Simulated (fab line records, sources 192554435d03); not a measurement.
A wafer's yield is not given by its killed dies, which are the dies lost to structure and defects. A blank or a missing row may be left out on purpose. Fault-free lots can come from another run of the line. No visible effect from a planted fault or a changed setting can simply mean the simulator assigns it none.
Which tool is to blame?	flow n5Finfet	12 lots with 35 wafers sampled at 5 steps, on a route of 1938 steps

== WHAT THE GAUGES READ, wafer by wafer ==
No reading from a measuring or inspecting step in the record can be judged against a usual standard deviation.

== WHICH TOOL RAN EACH LOT (tool, then ch and the chambers of the sampled wafers, then the start) ==
lot	N5_DUMMY_REMOVAL_STRIP_10	N5_HKMG_FIN_ALD_74	N5_HKMG_FIN_STRIP_60	N5_HKMG_FIN_WET_ETCH_82	N5_PASSIVATION_PROBE_49
L913	rieDiel-01 ch 0,2,3, day 3 23:01	aldHk-02 ch 0,1, day 4 00:08	plasmaAsher-01 ch 0,1, day 4 01:46	wetBench-06 ch 2,3,7, day 4 03:03	-
L914	rieDiel-01 ch 0,3, day 4 05:56	aldHk-03 ch 1,2,3, day 4 06:53	plasmaAsher-02 ch 0, day 4 08:24	wetBench-01 ch 2,4,5, day 4 09:36	-
L923	rieDiel-01 ch 1,2,3, day 6 13:01	aldHk-03 ch 0,1,2, day 6 14:07	plasmaAsher-02 ch 0,1, day 6 15:57	wetBench-02 ch 0,6,7, day 6 17:11	prober-02, day 15 04:17
L924	rieDiel-03 ch 0,2, day 6 19:13	aldHk-02 ch 0,3, day 6 20:09	plasmaAsher-01 ch 0,1, day 6 21:47	wetBench-06 ch 1,2,6, day 6 22:59	-
L925	rieDiel-03 ch 1,2, day 7 01:52	aldHk-01 ch 0,1,3, day 7 02:47	plasmaAsher-02 ch 0,1, day 7 04:18	wetBench-01 ch 0,1,7, day 7 05:32	prober-02, day 15 17:37
L927	rieDiel-01 ch 0,1, day 7 11:23	aldHk-02 ch 0,1, day 7 12:19	plasmaAsher-01 ch 1, day 7 13:49	wetBench-01 ch 4,5,6, day 7 15:01	prober-02, day 16 09:45
L929	rieDiel-01 ch 2,3, day 7 22:50	aldHk-03 ch 0,1,2, day 7 23:46	plasmaAsher-02 ch 0,1, day 8 01:23	wetBench-02 ch 1,6,7, day 8 02:28	-
L930	rieDiel-01 ch 1,2,3, day 8 04:50	aldHk-01 ch 0,2,3, day 8 05:45	plasmaAsher-01 ch 0, day 8 07:42	wetBench-06 ch 3,5,6, day 8 08:54	-
L931	rieDiel-05 ch 2,3, day 8 11:20	aldHk-01 ch 2,3, day 8 12:24	plasmaAsher-02 ch 0, day 8 14:07	wetBench-06 ch 4,5, day 8 15:20	-
L933	rieDiel-01 ch 1,2, day 9 01:29	aldHk-03 ch 0,1,3, day 9 02:34	plasmaAsher-02 ch 0,1, day 9 04:04	wetBench-01 ch 0,1,3, day 9 05:19	-
L934	rieDiel-03 ch 0,2,3, day 9 03:22	aldHk-02 ch 2,3, day 9 04:20	plasmaAsher-01 ch 0,1, day 9 06:01	wetBench-01 ch 0,3,4, day 9 07:13	-
L936	rieDiel-05 ch 0,3, day 9 19:40	aldHk-01 ch 0,1,3, day 9 20:35	plasmaAsher-01 ch 1, day 9 22:06	wetBench-01 ch 0,2,3, day 9 23:18	-
- N5_DUMMY_REMOVAL_STRIP_10: strips in N2/H2, time 40 s.
- N5_HKMG_FIN_ALD_74: deposits La2O3, target thk 0.5 nm, pulse time 6 s, co reactant pulse time 1 s.
- N5_HKMG_FIN_STRIP_60: strips in N2/H2, time 360 s.
- N5_HKMG_FIN_WET_ETCH_82: etches La2O3 in dHCl, stops on HfO2, target depth 2 nm, rinse time 30 s.
- N5_PASSIVATION_PROBE_49

== WHAT THE TOOLS THEMSELVES READ (means of the sampled wafers that have a number; where no wafer has one, the mark that the record gives instead) ==
N5_DUMMY_REMOVAL_STRIP_10. Usual: drypumpMotorCurrentA 5.8 A, standard deviation 0.45; oesProductAu 0.85 a.u., standard deviation 0.088; rfVppV 45.2 V, standard deviation 0.83; showerheadPlenumPTorr 3.37 Torr, standard deviation 0.092; throttleValvePct 12.00 %, standard deviation 0.27.
lot	tool	drypumpMotorCurrentA (A)	oesProductAu (a.u.)	rfVppV (V)	showerheadPlenumPTorr (Torr)	throttleValvePct (%)	flag
L913	rieDiel-01	5.6	0.76	45.3	3.34	12.21	
L914	rieDiel-01	5.8	0.83	45.5	3.39	12.13	
L923	rieDiel-01	5.6	0.93	45.2	3.34	11.73	
L924	rieDiel-03	6.0	0.84	45.4	3.43	12.17	
L925	rieDiel-03	6.3	0.78	45.1	3.38	12.15	
L927	rieDiel-01	5.5	0.92	44.5	3.29	11.82	
L929	rieDiel-01	5.8	0.89	45.0	3.37	11.87	
L930	rieDiel-01	5.6	0.89	45.7	3.33	11.77	
L931	rieDiel-05	5.4	0.77	45.2	3.38	12.31	
L933	rieDiel-01	5.4	0.89	45.6	3.29	11.67	
L934	rieDiel-03	6.1	0.83	45.4	3.46	12.08	
L936	rieDiel-05	5.3	0.71	44.4	3.33	12.42	

N5_HKMG_FIN_ALD_74. Usual: heaterPowerW 347 W, standard deviation 23; precursorPulseHeightRel 1.001, standard deviation 0.019.
lot	tool	heaterPowerW (W)	precursorPulseHeightRel	flag
L913	aldHk-02	341	0.995	
L914	aldHk-03	355	0.990	
L923	aldHk-03	348	1.010	
L924	aldHk-02	371	1.010	
L925	aldHk-01	354	1.008	
L927	aldHk-02	344	1.023	
L929	aldHk-03	341	1.008	
L930	aldHk-01	359	1.004	
L931	aldHk-01	358	0.980	
L933	aldHk-03	347	1.002	
L934	aldHk-02	345	1.003	
L936	aldHk-01	352	1.004	

N5_HKMG_FIN_STRIP_60. Usual: drypumpMotorCurrentA 5.7 A, standard deviation 0.41; heaterPowerW 500 W, standard deviation 33.
lot	tool	drypumpMotorCurrentA (A)	heaterPowerW (W)	flag
L913	plasmaAsher-01	6.0	523	
L914	plasmaAsher-02	5.1	506	
L923	plasmaAsher-02	5.6	469	
L924	plasmaAsher-01	5.7	517	
L925	plasmaAsher-02	5.6	469	
L927	plasmaAsher-01	6.2	540	
L929	plasmaAsher-02	5.4	488	
L930	plasmaAsher-01	5.5	501	
L931	plasmaAsher-02	5.1	514	
L933	plasmaAsher-02	5.3	494	
L934	plasmaAsher-01	5.8	516	
L936	plasmaAsher-01	6.2	534	

N5_HKMG_FIN_WET_ETCH_82. Usual: bathHeatDutyPct 6.5 %, standard deviation 0.66; rinseTempC 23.00 C, standard deviation 0.11.
lot	tool	bathHeatDutyPct (%)	rinseTempC (C)	flag
L913	wetBench-06	5.8	23.08	
L914	wetBench-01	6.9	23.02	
L923	wetBench-02	-	-	OFF
L924	wetBench-06	-	-	OFF
L925	wetBench-01	-	-	OFF
L927	wetBench-01	7.3	22.96	
L929	wetBench-02	6.9	23.12	
L930	wetBench-06	6.0	23.07	
L931	wetBench-06	6.7	23.09	
L933	wetBench-01	6.4	23.00	
L934	wetBench-01	6.5	22.98	
L936	wetBench-01	6.3	22.90	

N5_PASSIVATION_PROBE_49. Usual: killed_at_M0_to_M3 32, standard deviation 11; killed_at_M4_up 12, standard deviation 4.4; killedAtContacts 13, standard deviation 6.1; killedAtFrontEnd 39, standard deviation 12; killedAtOther 3.9, standard deviation 3; killedDies 100, standard deviation 17; killedOpen 66, standard deviation 12; killedShort 33, standard deviation 7.4.
lot	tool	killed_at_M0_to_M3	killed_at_M4_up	killedAtContacts	killedAtFrontEnd	killedAtOther	killedDies	killedOpen	killedShort	flag
L923	prober-02	22	13	10	28	1.7	75	50	24	
L925	prober-02	34	11	12	51	7.3	116	76	37	
L927	prober-02	40	13	18	35	1.3	107	71	34	

== THE ANSWER, worked out from the rows above alone ==
Rule: a lot is off if the mean of its wafers that have a number lies more than 3 standard deviations from the usual mean. Also off: a lot with no number at a reading for which 4 or more lots have one. The other lots that the step has rows for count as sound. The gauges are gone through in route order, then the tools' own readings, and for those a lot's mean is taken as printed above. The first step at which some lot is off is used, and at that step the reading that is off furthest; a lot without a number counts as furthest.
Off: L923, L924, L925 (N5_HKMG_FIN_WET_ETCH_82, bathHeatDutyPct). Without a number there: L923, L924, L925.
If a tool, at that step or one of the process steps before it, ran each lot that is off and ran no sound lot following the first of them, it fits. Not one of the candidates tried fits.

== WHAT THE SIMULATOR PUT IN ==
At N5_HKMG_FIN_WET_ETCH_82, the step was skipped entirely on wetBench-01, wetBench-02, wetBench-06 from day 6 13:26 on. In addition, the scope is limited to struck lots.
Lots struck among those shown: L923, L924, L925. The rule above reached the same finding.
